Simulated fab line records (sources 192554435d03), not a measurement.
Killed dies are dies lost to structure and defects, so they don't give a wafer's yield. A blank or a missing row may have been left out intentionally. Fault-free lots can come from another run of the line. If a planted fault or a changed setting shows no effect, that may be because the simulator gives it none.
fab line records | flow n5Finfet
record: lots: 7 | wafers: 18 | lastDay: 17
route steps=1938 shown BEOL_M0_SAQP@699 BEOL_M0_CUTY@701 BEOL_M4@1111 PASSIVATION@1936
lots untouched by any fault: they come from a run of this same line in which no faults occurred
startH: the number of hours between the record's first day and the start of the first shown wafer of the lot | waitH: time in hours since the lot's previous step | " identical to the entry in the row above | L1.1+2: several wafers, shown together as one row | - value missing, or start not given | * or withheld: withheld | < > ~ a bound
route shown NAME@n: a module of which the file shows steps, and the number in the route of the first | usual: mean/standard deviation of fault-free wafers | same: alike in all rows | chamber/n: place in a boat | sites: readings site by site | _std_site: their standard deviation | _edge_site: inner sites' mean taken away from outer sites' mean | radiusMm: for every site, how far away it sits from the centre of the wafer | mask NAME#n: copy n | behind: the last tool/chamber to shape the wafer | hold: why the lot was held/for how many hours/how that ended | device: the transistor (n, p or np) that didn't switch | end of line: tests of these same wafers at the route's end | where a step has no rows: the recipe by itself | killed: dies that structure and defects cost at the first sort, which is not the same as the wafer's yield | map: per-die view of a wafer (x killed, . not killed, _ where there is no die)
set.NAME: the run value of the setting; set.NAME@STEP: its run value at that earlier step | model.NAME: the simulator's own value behind a step, which no gauge read
a table for each step, a row for each wafer; lots at some steps of the route
services: the hour from which a tool's chamber was out of use, counted from the record's first day as startH (under 0 if before that day), plus the number of hours and why
== steps ==
step: N5_BEOL_M0_SAQP_ETCH_49
recipe: chemistry: CF4/O2 | targetDepthA: 370 | target: SiO2 | pressureMtorr: 40 | sourceW: 535 | biasW: 49 | Ar_flow_sccm: 100 | cf4FlowSccm: 100 | O2_flow_sccm: 10 | ionEnergyEv: 100
usual: drypumpMotorCurrentA: 5.6/0.37 | oes_ar_750_au: 0.81/0.085 | oesProductAu: 0.82/0.094 | rfVppV: 241/5.7 | showerheadPlenumPTorr: 2.25/0.037 | throttleValvePct: 15.71/0.2
lot.wafer | tool       | chamber | startH | waitH | drypumpMotorCurrentA | oes_ar_750_au | oesProductAu | rfHoursCounterH | rfVppV | showerheadPlenumPTorr | throttleValvePct
L964.4    | rieDiel-01 | 2       | 122.56 | 0.2   | 5.8                  | 0.92          | 0.92         | 21              | 241    | 2.18                  | 15.94
L964.5    | "          | 1       | "      | "     | 5.7                  | 0.83          | 0.89         | -               | 247    | 2.34                  | 15.83
L964.6    | "          | 0       | "      | "     | 5.6                  | 0.71          | 0.69         | -               | 236    | 2.19                  | 16.03
L965.1    | rieDiel-04 | 1       | 126.05 | 0.3   | 5.0                  | 0.76          | 0.77         | 146             | 244    | 2.26                  | 15.51
L965.4    | "          | 3       | "      | "     | 6.1                  | 0.82          | 0.83         | 96              | 250    | 2.25                  | 15.56
L965.5    | "          | 1       | "      | "     | 5.0                  | 0.76          | 0.77         | -               | 245    | 2.26                  | 15.51
L971.1    | rieDiel-04 | 0       | 163.97 | 0.3   | 5.4                  | 0.74          | 0.75         | 164             | 239    | 2.29                  | 15.92
L971.6    | "          | 0       | "      | "     | 5.4                  | 0.74          | 0.75         | -               | 238    | 2.29                  | 15.92
L975.2    | rieDiel-05 | 1       | 193.17 | 0.3   | 5.6                  | 0.85          | 0.87         | 47              | 236    | 2.25                  | 15.70
L975.6    | "          | 2       | "      | "     | 5.7                  | 0.87          | 0.92         | -               | 252    | 2.24                  | 15.55
L976.3    | rieDiel-05 | 1       | 196.50 | 0.4   | 5.6                  | 0.85          | 0.87         | 48              | 236    | 2.25                  | 15.70
L976.6    | "          | 0       | "      | "     | 5.0                  | 0.73          | 0.71         | -               | 236    | 2.27                  | 15.79
L984.3    | rieDiel-04 | 1       | 242.05 | 0.3   | 4.9                  | 0.72          | 0.73         | 186             | 245    | 2.25                  | 15.57
L984.5    | "          | 1       | "      | "     | 5.0                  | 0.73          | 0.73         | -               | 245    | 2.25                  | 15.60
L984.6    | "          | 2       | "      | "     | 6.0                  | 0.94          | 0.92         | -               | 233    | 2.23                  | 15.76
L985.2    | rieDiel-04 | 0       | 246.93 | 0.6   | 5.4                  | 0.72          | 0.74         | 195             | 239    | 2.28                  | 15.98
L985.3    | "          | 3       | "      | "     | 6.1                  | 0.78          | 0.81         | 132             | 250    | 2.24                  | 15.61
L985.4    | "          | 2       | "      | "     | 6.0                  | 0.92          | 0.93         | 20              | 237    | 2.23                  | 15.78
step: N5_BEOL_M0_SAQP_STRIP_75
recipe: chemistry: CF4 | resist: SiARC | powerW: 300 | biasPowerW: 75 | pressureMtorr: 50 | cf4FlowSccm: 150 | rfFrequencyHz: 6e+07
usual: drypumpMotorCurrentA: 5.6/0.37 | oesProductAu: 0.189/0.021 | rfVppV: 272.0/1.2 | showerheadPlenumPTorr: 1.83/0.034 | throttleValvePct: 13.44/0.22
lot.wafer | tool       | chamber | startH | waitH | drypumpMotorCurrentA | oesProductAu | rfHoursCounterH | rfVppV | showerheadPlenumPTorr | throttleValvePct
L964.4    | rieDiel-01 | 2       | 122.66 | 0.1   | 5.8                  | 0.209        | 21              | 270.4  | 1.77                  | 13.60
L964.5    | "          | 1       | "      | "     | 5.7                  | 0.204        | -               | 274.8  | 1.92                  | 13.57
L964.6    | "          | 0       | "      | "     | 5.6                  | 0.169        | -               | 270.2  | 1.79                  | 13.83
L965.1    | rieDiel-04 | 1       | 126.15 | 0.1   | 4.9                  | 0.171        | 146             | 273.5  | 1.84                  | 13.30
L965.4    | "          | 3       | "      | "     | 6.1                  | 0.190        | 96              | 271.4  | 1.83                  | 13.29
L965.5    | "          | 1       | "      | "     | 4.9                  | 0.174        | -               | 273.6  | 1.84                  | 13.30
L971.1    | rieDiel-04 | 0       | 164.07 | 0.1   | 5.4                  | 0.172        | 164             | 273.0  | 1.87                  | 13.68
L971.6    | "          | 0       | "      | "     | 5.4                  | 0.182        | -               | 271.5  | 1.87                  | 13.69
L975.2    | rieDiel-05 | 1       | 193.27 | 0.1   | 5.6                  | 0.192        | 47              | 270.0  | 1.83                  | 13.38
L975.6    | "          | 2       | "      | "     | 5.7                  | 0.214        | -               | 271.1  | 1.83                  | 13.29
L976.3    | rieDiel-05 | 1       | 196.60 | 0.1   | 5.6                  | 0.201        | 48              | 271.3  | 1.83                  | 13.39
L976.6    | "          | 0       | "      | "     | 5.0                  | 0.162        | -               | 274.7  | 1.84                  | 13.52
L984.3    | rieDiel-04 | 1       | 242.15 | 0.1   | 5.0                  | 0.160        | 186             | 273.3  | 1.83                  | 13.38
L984.5    | "          | 1       | "      | "     | 4.9                  | 0.168        | -               | 272.4  | 1.83                  | 13.39
L984.6    | "          | 2       | "      | "     | 6.0                  | 0.218        | -               | 272.5  | 1.81                  | 13.45
L985.2    | rieDiel-04 | 0       | 247.03 | 0.1   | 5.4                  | 0.166        | 195             | 273.1  | 1.86                  | 13.79
L985.3    | "          | 3       | "      | "     | 6.1                  | 0.185        | 132             | 271.1  | 1.82                  | 13.37
L985.4    | "          | 2       | "      | "     | 6.0                  | 0.212        | 20              | 271.4  | 1.81                  | 13.45
step: N5_BEOL_M0_CUTY_COAT_50
recipe: resist: SiARC | tempC: 220 | timeS: 60 | spinRpm: 1500 | resistThkNm: 15
step: N5_BEOL_M0_CUTY_COAT_51
recipe: resist: CAR-ArF-block | spinRpm: 1500 | resistThkNm: 150
step: N5_BEOL_M0_CUTY_EBR_52
recipe: solvent: PGMEA | ebrWidthMm: 1.5
step: N5_BEOL_M0_CUTY_SOFTBAKE_53
recipe: tempC: 110 | timeS: 60 | resist: CAR-ArF-block
step: N5_BEOL_M0_CUTY_EXPOSE_54
recipe: maskId: M0_ABLK | na: 1.35 | sourceShape: conventional | sigmaOuter: 0.8 | polarization: unpolarized | doseMj: 36
step: N5_BEOL_M0_CUTY_PEB_55
recipe: pebTempC: 110 | pebTimeS: 60 | resist: CAR-ArF-block
step: N5_BEOL_M0_CUTY_DEVELOP_56
recipe: developTimeS: 30 | developer: TMAH | resist: CAR-ArF-block | rinseLiquid: diw | dry: airSpin | devTempC: 23
step: N5_BEOL_M0_CUTY_CD_MEAS_57
recipe: targetCdNm: 200 | landingEnergyEv: 500 | detector: seInlens | polarity: line
usual: cdNm: 199.7/0.84
lot.wafer | tool     | chamber | startH | waitH | cdNm
L964.4    | cdSem-02 | 0       | 123.05 | -     | 200.0
L964.5    | "        | 0       | "      | "     | 200.6
L964.6    | "        | 0       | "      | "     | 200.3
L965.1    | cdSem-01 | 0       | 126.55 | -     | 199.3
L965.4    | "        | 0       | "      | "     | 198.7
L965.5    | "        | 0       | "      | "     | 199.1
L971.1    | cdSem-02 | 0       | 164.34 | -     | 200.0
L971.6    | "        | 0       | "      | "     | 199.3
L975.2    | cdSem-01 | 0       | 193.67 | -     | 200.4
L975.6    | "        | 0       | "      | "     | 199.5
L976.3    | cdSem-01 | 0       | 196.99 | -     | 199.4
L976.6    | "        | 0       | "      | "     | 200.9
L984.3    | cdSem-01 | 0       | 242.42 | -     | 200.0
L984.5    | "        | 0       | "      | "     | 199.6
L984.6    | "        | 0       | "      | "     | 200.1
L985.2    | cdSem-01 | 0       | 247.30 | -     | 200.5
L985.3    | "        | 0       | "      | "     | 199.8
L985.4    | "        | 0       | "      | "     | 199.0
step: N5_BEOL_M0_CUTY_OVL_MEAS_58
recipe: pointsPerWafer: 44
usual: M0_ABLK_OVL: -0.4/0.71
lot.wafer | tool       | chamber | startH | waitH | M0_ABLK_OVL[nm]
L964.4    | overlay-01 | 0       | 123.08 | 0.0   | -0.1
L964.5    | "          | 0       | "      | "     | 0.1
L964.6    | "          | 0       | "      | "     | -0.1
L965.1    | overlay-02 | 0       | 126.58 | 0.0   | -0.6
L965.4    | "          | 0       | "      | "     | -0.2
L965.5    | "          | 0       | "      | "     | -0.1
L971.1    | overlay-01 | 0       | 164.37 | 0.0   | -0.9
L971.6    | "          | 0       | "      | "     | -1.1
L975.2    | overlay-02 | 0       | 193.70 | 0.0   | 0.5
L975.6    | "          | 0       | "      | "     | -0.2
L976.3    | overlay-01 | 0       | 197.02 | 0.0   | -0.5
L976.6    | "          | 0       | "      | "     | -1.8
L984.3    | overlay-02 | 0       | 242.45 | 0.0   | -0.9
L984.5    | "          | 0       | "      | "     | 0.4
L984.6    | "          | 0       | "      | "     | -0.7
L985.2    | overlay-01 | 0       | 247.33 | 0.0   | -0.3
L985.3    | "          | 0       | "      | "     | -1.3
L985.4    | "          | 0       | "      | "     | -0.6
step: N5_BEOL_M0_CUTY_INSPECT_59
recipe: mode: adi | inspectInstrument: macro
usual: rawDefectCount: 2.0/1.3
lot.wafer | tool             | chamber | startH | waitH | rawDefectCount
L964.4    | defectInspect-01 | -       | 123.10 | 0.0   | 2
L964.5    | "                | -       | "      | "     | 2
L964.6    | "                | -       | "      | "     | 2
L965.1    | defectInspect-02 | -       | 126.60 | 0.0   | 2
L965.4    | "                | -       | "      | "     | 3
L965.5    | "                | -       | "      | "     | 2
L971.1    | defectInspect-01 | -       | 164.39 | 0.0   | 5
L971.6    | "                | -       | "      | "     | 2
L975.2    | defectInspect-02 | -       | 193.72 | 0.0   | 1
L975.6    | "                | -       | "      | "     | 1
L976.3    | defectInspect-01 | -       | 197.05 | 0.0   | 3
L976.6    | "                | -       | "      | "     | 1
L984.3    | defectInspect-02 | -       | 242.48 | 0.0   | 0
L984.5    | "                | -       | "      | "     | 1
L984.6    | "                | -       | "      | "     | 2
L985.2    | defectInspect-01 | -       | 247.35 | 0.0   | 1
L985.3    | "                | -       | "      | "     | 0
L985.4    | "                | -       | "      | "     | 1
step: N5_BEOL_M0_CUTY_DESCUM_61
recipe: chemistry: O2 | timeS: 7.9 | sourcePowerW: 50 | biasPowerW: 20 | pressureMtorr: 20 | rfFrequencyHz: 2.712e+07 | tempC: 40 | resist: CAR-ArF-block | o2FlowSccm: 225
usual: drypumpMotorCurrentA: 5.60/0.29 | oesProductAu: 0.79/0.084 | rfVppV: 242.6/1.1 | showerheadPlenumPTorr: 2.05/0.055 | tempC: 40.00/0.11 | throttleValvePct: 20.43/0.24
lot.wafer | tool       | chamber | startH | waitH | drypumpMotorCurrentA | oesProductAu | rfHoursCounterH | rfVppV | showerheadPlenumPTorr | tempC | throttleValvePct | model.CAR-ArF-block_of_BEOL_M0_CUTY_COAT_51.thkNm
L964.4    | rieDiel-02 | 0       | 123.21 | 0.1   | 5.68                 | 0.74         | -               | 241.9  | 1.97                  | 39.86 | 20.44            | 142.8
L964.5    | "          | 2       | "      | "     | 5.68                 | 0.74         | -               | 243.0  | 2.06                  | 39.95 | 20.53            | 142.6
L964.6    | "          | 1       | "      | "     | 5.22                 | 0.78         | -               | 242.7  | 2.02                  | 39.98 | 20.87            | 143.2
L965.1    | rieDiel-06 | 0       | 126.63 | 0.0   | 6.00                 | 0.89         | 18              | 242.8  | 2.04                  | 39.78 | 20.14            | 143.8
L965.4    | "          | 3       | "      | "     | 5.93                 | 0.69         | 202             | 240.1  | 1.99                  | 40.17 | 20.64            | 144
L965.5    | "          | 0       | "      | "     | 6.01                 | 0.89         | -               | 243.2  | 2.04                  | 40.02 | 20.14            | 143.6
L971.1    | rieDiel-06 | 3       | 164.43 | 0.0   | 5.92                 | 0.69         | 214             | 239.8  | 1.99                  | 40.21 | 20.65            | 143.4
L971.6    | "          | 3       | "      | "     | 5.92                 | 0.69         | -               | 242.0  | 1.99                  | 40.25 | 20.65            | 142
L975.2    | rieDiel-06 | 0       | 193.75 | 0.0   | 6.02                 | 0.86         | 40              | 241.2  | 2.04                  | 40.07 | 20.16            | 143.8
L975.6    | "          | 0       | "      | "     | 6.03                 | 0.86         | -               | 242.2  | 2.04                  | 40.08 | 20.17            | 142
L976.3    | rieDiel-06 | 1       | 197.08 | 0.0   | 5.42                 | 0.88         | 39              | 243.7  | 2.13                  | 39.99 | 20.33            | 142
L976.6    | "          | 0       | "      | "     | 6.04                 | 0.86         | -               | 242.9  | 2.04                  | 40.10 | 20.16            | 142.4
L984.3    | rieDiel-03 | 0       | 242.56 | 0.1   | 5.06                 | 0.96         | 1               | 245.2  | 2.15                  | 40.16 | 19.96            | 143
L984.5    | "          | 2       | "      | "     | 5.74                 | 0.86         | -               | 243.9  | 2.11                  | 39.82 | 20.21            | 143.4
L984.6    | "          | 1       | "      | "     | 5.22                 | 0.78         | -               | 241.8  | 2.04                  | 40.06 | 20.54            | 144
L985.2    | rieDiel-02 | 1       | 247.67 | 0.3   | 5.17                 | 0.73         | 154             | 242.1  | 2.00                  | 40.11 | 20.94            | 143.2
L985.3    | "          | 2       | "      | "     | 5.67                 | 0.70         | 240             | 243.4  | 2.04                  | 40.08 | 20.59            | 143.2
L985.4    | "          | 3       | "      | "     | 5.76                 | 0.90         | -               | 244.2  | 2.05                  | 40.01 | 20.40            | 143.4
step: N5_BEOL_M0_CUTY_ETCH_62
recipe: chemistry: CF4 | target: SiARC | maskMaterial: CAR-ArF-block | timeS: 58.5 | ionEnergyEv: 80 | pressureMtorr: 40 | sourceW: 545 | biasW: 36 | Ar_flow_sccm: 100 | cf4FlowSccm: 100 | ends: cleared
usual: drypumpMotorCurrentA: 5.60/0.29 | etchRfOnTimeS: 58.9/1.8 | oesProductAu: 0.68/0.071 | rfVppV: 183.7/0.99 | showerheadPlenumPTorr: 2.11/0.053 | throttleValvePct: 15.63/0.24
lot.wafer | tool       | chamber | startH | waitH | drypumpMotorCurrentA | etchRfOnTimeS | oesProductAu | rfHoursCounterH | rfVppV | showerheadPlenumPTorr | throttleValvePct | model.CAR-ArF-block_of_BEOL_M0_CUTY_COAT_51.thkNm
L964.4    | rieDiel-02 | 0       | 123.25 | 0.0   | 5.66                 | 60.2          | 0.62         | -               | 183.3  | 2.05                  | 15.82            | 117.8
L964.5    | "          | 2       | "      | "     | 5.69                 | 57.5          | 0.62         | -               | 182.5  | 2.12                  | 15.81            | 117.4
L964.6    | "          | 1       | "      | "     | 5.22                 | 58.8          | 0.66         | -               | 182.3  | 2.08                  | 16.01            | 118.2
L965.1    | rieDiel-06 | 0       | 126.67 | 0.0   | 6.03                 | 62.2          | 0.74         | 18              | 183.7  | 2.09                  | 15.29            | 118.8
L965.4    | "          | 3       | "      | "     | 5.92                 | 59.5          | 0.60         | 202             | 182.7  | 2.04                  | 15.83            | 118.8
L965.5    | "          | 0       | "      | "     | 6.00                 | 62.0          | 0.76         | -               | 182.9  | 2.09                  | 15.30            | 118.6
L971.1    | rieDiel-06 | 3       | 164.46 | 0.0   | 5.89                 | 58.7          | 0.60         | 214             | 182.4  | 2.04                  | 15.87            | 118.4
L971.6    | "          | 3       | "      | "     | 5.93                 | 59.0          | 0.60         | -               | 183.3  | 2.04                  | 15.88            | 117
L975.2    | rieDiel-06 | 0       | 193.79 | 0.0   | 6.04                 | 61.6          | 0.73         | 40              | 182.9  | 2.08                  | 15.33            | 118.8
L975.6    | "          | 0       | "      | "     | 6.03                 | 61.6          | 0.73         | -               | 183.6  | 2.08                  | 15.33            | 116.8
L976.3    | rieDiel-06 | 1       | 197.11 | 0.0   | 5.43                 | 57.6          | 0.77         | 39              | 185.3  | 2.17                  | 15.44            | 117
L976.6    | "          | 0       | "      | "     | 6.08                 | 61.2          | 0.73         | -               | 184.7  | 2.08                  | 15.34            | 117.2
L984.3    | rieDiel-03 | 0       | 242.59 | 0.0   | 5.08                 | 57.1          | 0.83         | 1               | 183.7  | 2.20                  | 15.15            | 117.8
L984.5    | "          | 2       | "      | "     | 5.71                 | 61.8          | 0.71         | -               | 183.7  | 2.18                  | 15.50            | 118.4
L984.6    | "          | 1       | "      | "     | 5.22                 | 59.4          | 0.66         | -               | 182.5  | 2.05                  | 15.52            | 118.8
L985.2    | rieDiel-02 | 1       | 247.70 | 0.0   | 5.24                 | 58.2          | 0.63         | 154             | 183.4  | 2.07                  | 16.09            | 118.2
L985.3    | "          | 2       | "      | "     | 5.65                 | 57.4          | 0.60         | 240             | 183.7  | 2.10                  | 15.89            | 118.2
L985.4    | "          | 3       | "      | "     | 5.76                 | 57.7          | 0.76         | -               | 183.4  | 2.09                  | 15.46            | 118.4
step: N5_BEOL_M0_CUTY_ETCH_63
recipe: chemistry: N2/H2 | target: SOC | targetDepthA: 827 | overetchA: 165 | maskMaterial: SiARC | tempC: 40 | ionEnergyEv: 200 | timeS: 124 | pressureMtorr: 30 | sourceW: 840 | biasW: 150 | n2FlowSccm: 200 | h2FlowSccm: 200
usual: drypumpMotorCurrentA: 5.60/0.29 | oesProductAu: 0.66/0.067 | rfVppV: 522.9/1.9 | showerheadPlenumPTorr: 2.51/0.067 | tempC: 40.00/0.1 | throttleValvePct: 17.9/0.31
lot.wafer | tool       | chamber | startH | waitH | drypumpMotorCurrentA | oesProductAu | rfHoursCounterH | rfVppV | showerheadPlenumPTorr | tempC | throttleValvePct
L964.4    | rieDiel-02 | 0       | 123.33 | 0.1   | 5.68                 | 0.60         | -               | 520.8  | 2.46                  | 40.04 | 18.3
L964.5    | "          | 2       | "      | "     | 5.70                 | 0.60         | -               | 523.0  | 2.52                  | 40.17 | 18.1
L964.6    | "          | 1       | "      | "     | 5.23                 | 0.64         | -               | 521.6  | 2.46                  | 39.97 | 18.3
L965.1    | rieDiel-06 | 0       | 126.72 | 0.0   | 6.07                 | 0.75         | 18              | 522.1  | 2.48                  | 39.90 | 17.4
L965.4    | "          | 3       | "      | "     | 5.93                 | 0.58         | 202             | 520.9  | 2.41                  | 40.11 | 17.9
L965.5    | "          | 0       | "      | "     | 5.99                 | 0.75         | -               | 522.2  | 2.48                  | 39.95 | 17.4
L971.1    | rieDiel-06 | 3       | 164.51 | 0.0   | 5.94                 | 0.57         | 214             | 520.0  | 2.41                  | 40.10 | 17.9
L971.6    | "          | 3       | "      | "     | 5.92                 | 0.58         | -               | 521.2  | 2.41                  | 40.03 | 17.9
L975.2    | rieDiel-06 | 0       | 193.84 | 0.0   | 6.04                 | 0.72         | 40              | 521.7  | 2.47                  | 40.11 | 17.5
L975.6    | "          | 0       | "      | "     | 6.03                 | 0.72         | -               | 523.7  | 2.47                  | 40.00 | 17.5
L976.3    | rieDiel-06 | 1       | 197.16 | 0.0   | 5.42                 | 0.73         | 39              | 525.4  | 2.60                  | 39.96 | 17.7
L976.6    | "          | 0       | "      | "     | 6.06                 | 0.71         | -               | 521.9  | 2.47                  | 40.27 | 17.5
L984.3    | rieDiel-03 | 0       | 242.64 | 0.0   | 5.09                 | 0.78         | 1               | 524.5  | 2.61                  | 39.90 | 17.3
L984.5    | "          | 2       | "      | "     | 5.73                 | 0.70         | -               | 523.4  | 2.56                  | 40.07 | 17.5
L984.6    | "          | 1       | "      | "     | 5.22                 | 0.64         | -               | 522.5  | 2.41                  | 39.88 | 17.5
L985.2    | rieDiel-02 | 1       | 247.75 | 0.0   | 5.19                 | 0.60         | 154             | 521.3  | 2.44                  | 40.06 | 18.3
L985.3    | "          | 2       | "      | "     | 5.69                 | 0.56         | 240             | 523.5  | 2.50                  | 40.04 | 18.2
L985.4    | "          | 3       | "      | "     | 5.74                 | 0.71         | -               | 522.9  | 2.51                  | 39.96 | 18.0
step: N5_BEOL_M4_RC_MEAS_101
usual: DIBL_N: 35.9/2.5 | DIBL_P: 36.0/3 | IOFF_N: 0.16/0.047 | IOFF_P: 0.21/0.047 | ION_N: 671/14 | ION_P: 460/8.8 | SS_N: 71.5/0.73 | SS_P: 73.2/0.91 | VT_N: 250/4.3 | VT_P: -251/3.6
lot.wafer | tool      | chamber | startH | waitH | DIBL_N[mV/V] | DIBL_P[mV/V] | IOFF_N[nA/um] | IOFF_P[nA/um] | ION_N[uA/um] | ION_P[uA/um] | SS_N[mV/dec] | SS_P[mV/dec] | VT_N[mV] | VT_P[mV]
L964.4    | prober-01 | 0       | 167.25 | 0.5   | 36.8         | 36.8         | 0.16          | 0.19          | 674          | 452          | 71.7         | 73.0         | 250      | -252
L964.5    | "         | 0       | "      | "     | 36.6         | 37.9         | 0.16          | 0.21          | 683          | 465          | 71.6         | 73.3         | 249      | -251
L964.6    | "         | 0       | "      | "     | 33.3         | 34.2         | 0.13          | 0.16          | 659          | 448          | 71.4         | 72.3         | 250      | -255
L965.1    | prober-02 | 0       | 182.78 | 0.0   | 39.2         | 40.9         | 0.29          | 0.31          | 712          | 481          | 72.3         | 74.6         | 235      | -243
L965.4    | "         | 0       | "      | "     | 35.0         | 35.5         | 0.15          | 0.20          | 667          | 461          | 71.3         | 73.6         | 251      | -253
L965.5    | "         | 0       | "      | "     | 39.8         | 41.4         | 0.26          | 0.31          | 691          | 473          | 72.5         | 74.5         | 242      | -246
L971.1    | prober-01 | 0       | 216.97 | 0.0   | 36.4         | 34.5         | 0.14          | 0.18          | 661          | 457          | 71.6         | 73.4         | 252      | -253
L971.6    | "         | 0       | "      | "     | 38.2         | 36.5         | 0.17          | 0.21          | 674          | 457          | 72.0         | 73.9         | 247      | -252
L975.2    | prober-01 | 0       | 242.67 | 0.2   | 39.8         | 39.9         | 0.20          | 0.26          | 689          | 458          | 72.1         | 75.1         | 247      | -251
L975.6    | "         | 0       | "      | "     | 37.8         | 38.0         | 0.17          | 0.21          | 684          | 458          | 71.5         | 74.1         | 248      | -252
L976.3    | prober-02 | 0       | 247.58 | 0.3   | 34.8         | 35.9         | 0.14          | 0.18          | 656          | 448          | 70.5         | 73.0         | 251      | -255
L976.6    | "         | 0       | "      | "     | 33.5         | 35.1         | 0.13          | 0.17          | 659          | 449          | 70.6         | 71.6         | 249      | -254
L984.3    | prober-01 | 0       | 291.67 | 0.3   | 37.1         | 38.3         | 0.19          | 0.26          | 674          | 463          | 72.3         | 73.9         | 248      | -246
L984.5    | "         | 0       | "      | "     | 34.0         | 33.3         | 0.13          | 0.19          | 666          | 459          | 70.3         | 72.6         | 252      | -252
L984.6    | "         | 0       | "      | "     | 35.0         | 34.8         | 0.14          | 0.20          | 671          | 466          | 71.8         | 72.5         | 253      | -250
L985.2    | prober-02 | 0       | 300.39 | 0.2   | 33.6         | 34.4         | 0.12          | 0.19          | 666          | 462          | 71.9         | 72.9         | 254      | -254
L985.3    | "         | 0       | "      | "     | 33.0         | 31.9         | 0.10          | 0.16          | 639          | 445          | 71.5         | 72.4         | 259      | -256
L985.4    | "         | 0       | "      | "     | 32.1         | 31.8         | 0.10          | 0.15          | 653          | 457          | 70.9         | 71.6         | 257      | -257
step: N5_PASSIVATION_PROBE_49
usual: defectLimitedYield: 91.4/1.4 | killed_at_M0_to_M3: 34/8.9 | killed_at_M4_up: 13/4.6 | killedAtContacts: 12/5.5 | killedAtFrontEnd: 41/11 | killedAtOther: 3.1/2.9 | killedDies: 102/16 | killedOpen: 66/11 | killedShort: 34/7.6 | sort_bin_4_leakage: 0.01/0.14 | sort_bin_5_function: 5.1/0.89 | sort_bin_6_memory: 3.2/0.61 | sort_bin_8_speed: 0.02/0.12 | sortNPass: 1078/16
same: grossDies: 1180 | killedAtBackSide: 0
lot.wafer | tool      | chamber | startH | waitH | defectLimitedYield[%] | killed_at_M0_to_M3 | killed_at_M4_up | killedAtContacts | killedAtFrontEnd | killedAtOther | killedDies | killedOpen | killedShort | sort_bin_4_leakage[%] | sort_bin_5_function[%] | sort_bin_6_memory[%] | sort_bin_8_speed[%] | sortNPass
L971.1    | prober-01 | -       | 314.11 | 0.0   | 89.7                  | 45                 | 21              | 16               | 35               | 5             | 122        | 79         | 42          | 0                     | 6.4                    | 3.5                  | 0                   | 1058
L971.6    | prober-01 | -       | 314.36 | 0.3   | 91.3                  | 28                 | 10              | 16               | 44               | 5             | 103        | 69         | 32          | 0                     | 4.6                    | 3.9                  | 0                   | 1077
L976.3    | prober-02 | -       | 346.32 | 0.1   | 91.1                  | 63                 | 13              | 5                | 20               | 4             | 105        | 62         | 39          | 0                     | 5.0                    | 3.6                  | 0                   | 1075
L976.6    | prober-02 | -       | 346.47 | 0.3   | 92.5                  | 39                 | 12              | 8                | 29               | 1             | 89         | 48         | 41          | 0                     | 4.7                    | 2.3                  | 0                   | 1091
killed by level:class
L971.1 MOL_CONTACT_COAG:geometricParticle:open=15 BEOL_M2:geometricParticle:open=11 BEOL_M3:geometricParticle:open=9 BEOL_M0_SAQP:geometricParticle:short=8 STI_FIN_REVEAL:geometricParticle:open=7 BEOL_M0_SAQP:geometricParticle:open=7 STI_FIN_REVEAL:geometricParticle:short=5 BEOL_M4:geometricParticle:open=4
L971.6 MOL_CONTACT_COAG:geometricParticle:open=12 STI_FIN_REVEAL:geometricParticle:open=9 FIN_SAQP:geometricParticle:open=7 BEOL_M3:geometricParticle:open=6 GATE_CUT:geometricParticle:open=5 BEOL_M2:geometricParticle:short=5 STI_FIN_REVEAL:geometricParticle:short=4 MOL_CONTACT_COAG:geometricParticle:short=4
L976.3 BEOL_M0_SAQP:geometricParticle:open=18 BEOL_M0_SAQP:geometricParticle:short=15 BEOL_M1:geometricParticle:open=7 BEOL_M2:geometricParticle:open=6 BEOL_M3:geometricParticle:open=6 STI_FIN_REVEAL:geometricParticle:open=5 BEOL_M1:geometricParticle:short=5 BEOL_M4:geometricParticle:open=4
L976.6 BEOL_M0_SAQP:geometricParticle:short=16 FIN_SAQP:geometricParticle:open=8 BEOL_M0_SAQP:geometricParticle:open=8 MOL_CONTACT_COAG:geometricParticle:open=7 STI_FIN_REVEAL:geometricParticle:open=5 BEOL_M1:geometricParticle:short=5 FIN_SAQP:geometricParticle:short=4 DUMMY_GATE:geometricParticle:open=3
== services ==
tool       | chamber | startH | hours | kind
rieDiel-01 | -       | 100.88 | 0.9   | repair
rieDiel-02 | 1       | 112.26 | 2.7   | repair
rieDiel-04 | 0       | 135.51 | 2.6   | repair
rieDiel-04 | 2       | 137.67 | 9.0   | repair
rieDiel-06 | 3       | 143.16 | 8.3   | repair
rieDiel-05 | 3       | 154.00 | 3.5   | repair
rieDiel-04 | -       | 156.29 | 1.1   | repair
rieDiel-04 | 2       | 166.11 | -     | clean
rieDiel-04 | 2       | 166.11 | -     | consumableReplace:focusRing
rieDiel-04 | 2       | 166.11 | 30.5  | scheduledDown
rieDiel-04 | 2       | 166.11 | 30.5  | ventCycle
rieDiel-04 | 1       | 173.36 | 6.0   | repair
rieDiel-06 | -       | 174.34 | 14.6  | pm
rieDiel-02 | -       | 198.01 | 0.6   | repair
rieDiel-05 | -       | 200.69 | 1.2   | repair
rieDiel-02 | 1       | 204.08 | 6.8   | repair
rieDiel-04 | 3       | 204.29 | 12.3  | repair
rieDiel-01 | -       | 205.20 | 14.6  | pm
rieDiel-02 | -       | 223.96 | 2.3   | repair
rieDiel-03 | 2       | 228.06 | 8.4   | repair
rieDiel-05 | 0       | 231.27 | 1.3   | repair
rieDiel-06 | 2       | 235.93 | 8.0   | repair
rieDiel-01 | 2       | 241.99 | 4.6   | repair
rieDiel-02 | 0       | 246.25 | 4.4   | repair
== key ==
firstSign none at tools or gauges
modelEffect: step: N5_BEOL_M0_CUTY_DESCUM_61 | value: CAR-ArF-block_of_BEOL_M0_CUTY_COAT_51.thkNm | without: 143.4 | struck: 142.1
modelEffect: step: N5_BEOL_M0_CUTY_ETCH_62 | value: CAR-ArF-block_of_BEOL_M0_CUTY_COAT_51.thkNm | without: 118.4 | struck: 117
metAt N5_BEOL_M0_CUTY_DESCUM_61
struckWafers L971.6,L975.6,L976.3,L976.6
onsetBetween 126.63 164.43
fault: kind: processParameterDrift | tool: rieDiel-06 | chamber: - | onsetH: 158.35 | steps: N5_BEOL_M0_CUTY_DESCUM_61 | channel: timeS | offset: * | shape: step | endH: 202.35 | scope: struckWafersOnly | actsIn: * | stated: *
